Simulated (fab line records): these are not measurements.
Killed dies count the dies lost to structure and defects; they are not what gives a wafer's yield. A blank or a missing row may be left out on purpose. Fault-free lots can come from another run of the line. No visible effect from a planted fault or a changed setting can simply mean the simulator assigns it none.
Lot-split experiment	flow n5Finfet	on a route of 1938 steps: 7 lots, 21 wafers read

== ABOUT THE SPLIT ==
At N5_BEOL_M6_ETCH_62 (etches SOC in N2/H2, target depth 110 nm, overetch 22 nm, time 165 s), the setting timeS was moved away from the recipe's 165 s on 8 of the 21 wafers read, by -11.5% to +19.9%. The other wafers ran this setting at the recipe's value.

== FROM THE SPLIT TO THE READING: what the file shows between them, 2 steps ==
- N5_BEOL_M6_STRIP_68: strips in N2/H2
- N5_BEOL_M6_STRIP_67: strips in CF4

== THE READING ==
etch.depthNm (the simulator's own value, which no gauge read), in nm, at N5_BEOL_M6_HM_OPEN_17 (chemistry Cl2/BCl3, target TiN, target depth 20 nm, overetch 6 nm). The file gives no usual value for it. Here, 13 wafers ran the recipe; their average is 19.99 nm with a standard deviation of 0.18 nm.

wafer	tool, chamber at the split	timeS as run, s	against the recipe	etch.depthNm, nm	against lot-mates on the recipe
L076.2	rieDiel-05, 1,3	146	-11.5%	19.92	-0.09
L076.4	rieDiel-05, 1,3	146	-11.5%	19.97	-0.04
L076.5	rieDiel-05, 3	165	recipe	20.01	-
L078.2	rieDiel-04, 2	196.8	+19.3%	16.73	-3.08
L078.3	rieDiel-04, 0	165	recipe	19.8	-
L078.4	rieDiel-04, 3	165	recipe	19.83	-
L079.4	rieDiel-05, 1	195.5	+18.5%	17.38	-2.98
L079.5	rieDiel-05, 2	165	recipe	20.36	-
L079.6	rieDiel-05, 3	195.5	+18.5%	17.14	-3.22
L081.1	rieDiel-06, 1	165	recipe	19.86	-
L081.2	rieDiel-06, 2	192.3	+16.5%	17.4	-2.48
L081.6	rieDiel-06, 3	165	recipe	19.91	-
L083.3	rieDiel-04, 3,1	165	recipe	19.75	-
L083.4	rieDiel-04, 3	197.8	+19.9%	16.85	-2.97
L083.5	rieDiel-04, 3,1	165	recipe	19.9	-
L084.2	rieDiel-05, 0,1	165	recipe	20.25	-
L084.3	rieDiel-05, 0,1	165	recipe	20.22	-
L084.6	rieDiel-05, 1	165	recipe	19.98	-
L096.2	rieDiel-04, 1	155.6	-5.7%	19.94	-0.07
L096.4	rieDiel-04, 0	165	recipe	20.02	-
L096.5	rieDiel-04, 3	165	recipe	20	-
The file does not say which wafer passed through which chamber wherever a row lists several chambers: such a row stands for several wafers.

THE FIT
A straight line over all 21 wafers: etch.depthNm changes by -0.122 nm for each +1% of timeS; r = -0.92; the points scatter about the line by 0.52 nm.
The same after taking each lot's own level away (the mean of its wafers on the recipe; 21 wafers): -0.124 nm for each +1%; r = -0.92; scatter 0.52 nm.
That fit puts the effect of the largest move of timeS on the reading at 2.5 nm.
From 19.815 to 20.360 nm: that is the span of the lots' own levels, equal to 3.1 times the standard deviation above.
So the lot-to-lot level changes the slope little: the two slopes agree.
Check: with one of the wafers moved furthest among these (+19.9%) left out of the fit, the line predicts -2.76 nm for it against its lot-mates. It came out at -2.97 nm against them.

== THE WHOLE CHAIN: every reading that the file lists as answering this split, in the file's order ==
step	what it does	reading	change (the file's fit)	r (the file's)
N5_BEOL_M6_HM_OPEN_17	chemistry Cl2/BCl3, target TiN, target depth 20 nm, overetch 6 nm	etch.depthNm (the simulator's own value, which no gauge read)	-0.14 nm for each +1% of the setting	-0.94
N5_BEOL_M6_ETCH_62	etches SOC in N2/H2, target depth 110 nm, overetch 22 nm, time 165 s	SiARC_of_BEOL_M6_COAT_60.thkNm (the simulator's own value, which no gauge read)	-0.0642 nm for each +1% of the setting, in a fit together with spinRpm@BEOL_M6_COAT_60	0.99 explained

== THE FILE'S OWN FIT ==
etch.depthNm changes by -0.14 nm for each +1% of timeS, r = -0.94.
